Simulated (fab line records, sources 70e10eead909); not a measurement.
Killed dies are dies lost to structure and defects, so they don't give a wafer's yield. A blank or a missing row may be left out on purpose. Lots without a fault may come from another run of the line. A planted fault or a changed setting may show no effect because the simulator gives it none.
A struck lot beside a sound one | flow nand_harc | 15 steps out of a route of 1159
Sound: wafers L162.2, L162.4, L162.5. Struck: wafer L169.5. (L169.1, L169.6 of the same lot were not struck and are left out.) The cause comes at the end.
At each step with rows: each side's tool, then ch and its chambers, then its first start. Under that, the readings that differ: sound wafers | struck wafers | difference of the means | sigmas: that difference in standard deviations of wafers without a fault.
alike: readings whose means differ by less than 2 such deviations, and words and numbers that are the same on both sides. not compared: withheld readings, readings that some wafer has no value for, bounds like >300 that may hide the same value, and numbers for which the record gives no deviation and whose values overlap.
The two part at a step that has a row with sigmas, a row that says differs or no value, or rows on one side only. Numbers that don't overlap but have no deviation are shown without sigmas and don't part them. A reading that every wafer of one side lacks parts them only if that side has two wafers or more.

first, 3 steps without rows for these wafers: NHARC_A_CHANNEL_HOLE_D1_STRIP_41 (strips in N2/H2); NHARC_A_CHANNEL_HOLE_D1_STRIP_42 (strips in CF4/CHF3); NHARC_A_CHANNEL_HOLE_D1_STRIP_43 (strips in O2/COS).
NHARC_A_CHANNEL_HOLE_D1_ETCH_44: etches the open film in CF4/O2, target depth 140 nm, overetch 14 nm, time 77 s.
  sound on rie_diel-12 ch 2,3, day 8 19:26; struck on rie_diel-12 ch 0, day 10 10:44
  alike: drypump_motor_current_A, oes_product_au, rf_vpp_V, showerhead_plenum_p_Torr, throttle_valve_pct
  not compared: rf_hours_counter_h
NHARC_A_CHANNEL_HOLE_D1_STRIP_27: strips in O2.
  sound on rie_diel-12 ch 0,1,3; struck on rie_diel-12 ch 3
  reading                | sound                | struck | difference | sigmas
  rf_vpp_V (V)           | 57.3 57.3 57.3       | 59.0   | +1.7       | +2
  throttle_valve_pct (%) | 17.029 17.048 17.038 | 17.020 | -0.018     | -2
  alike: drypump_motor_current_A, oes_product_au, showerhead_plenum_p_Torr
  not compared: rf_hours_counter_h
then, 2 steps without rows for these wafers: NHARC_A_CHANNEL_HOLE_D1_PRECLEAN_28 (cleans in SC1); NHARC_A_CHANNEL_HOLE_D1_SRD_29.
NHARC_A_CHANNEL_HOLE_D1_CD_MEAS_30:
  sound on cd_sem-02, day 8 20:16; struck on cd_sem-01, day 10 11:32
  alike: cd_nm
NHARC_A_CHANNEL_HOLE_D1_XSEM_31:
  sound on xsem-02 ch 0, day 8 20:21; struck on xsem-01 ch 0, day 10 11:37
  reading            | sound             | struck | difference | sigmas
  tilt_deg (degrees) | -0.01 -0.01 -0.01 | 0.12   | +0.13      | +3
  alike: bot_cd_nm, bow_nm
NHARC_A_CHANNEL_HOLE_D1_INSPECT_40:
  sound on defect_inspect-01, day 8 20:26; struck on defect_inspect-01, day 10 11:43
  alike: raw_defect_count
then, 2 steps without rows for these wafers: NHARC_A_CHANNEL_FILL_D1_PRECLEAN_00 (cleans in SC1); NHARC_A_CHANNEL_FILL_D1_SRD_01.
NHARC_A_CHANNEL_FILL_D1_ALD_02: deposits SiO2, target thk 6 nm, pulse time 10 s, ald cycles 60.
  sound on ald_hk-03 ch 1,3, day 8 20:38; struck on ald_hk-01 ch 3, day 10 12:08
  reading    | sound    | struck | difference | sigmas
  ald_cycles | 60 60 60 | 65     | +5         |
  alike: heater_power_w, precursor_pulse_height_rel
  not compared: since_wet_clean_h
NHARC_A_CHANNEL_FILL_D1_ALD_03: deposits SiNx, target thk 6 nm, pulse time 60 s, ald cycles 58.
  sound on ald_sin_batch-02 ch 0; struck on ald_sin_batch-02 ch 0
  alike: precursor_pulse_height_rel
  not compared: ald_cycles
-- the record jumps here: 11 days lie between the struck wafers' starts before and after (it left off in module A_CHANNEL_FILL_D1 and takes up again in module END, whose first step shown is number 1159 of the route) --
NHARC_END_SORT_01:
  the record has rows for the struck wafers here (prober-02 ch 0, day 21 22:52) and none for the sound ones

WHERE THEY PART
First at NHARC_A_CHANNEL_HOLE_D1_STRIP_27; last, within this record, at NHARC_END_SORT_01.

WHY: what the simulator had put in
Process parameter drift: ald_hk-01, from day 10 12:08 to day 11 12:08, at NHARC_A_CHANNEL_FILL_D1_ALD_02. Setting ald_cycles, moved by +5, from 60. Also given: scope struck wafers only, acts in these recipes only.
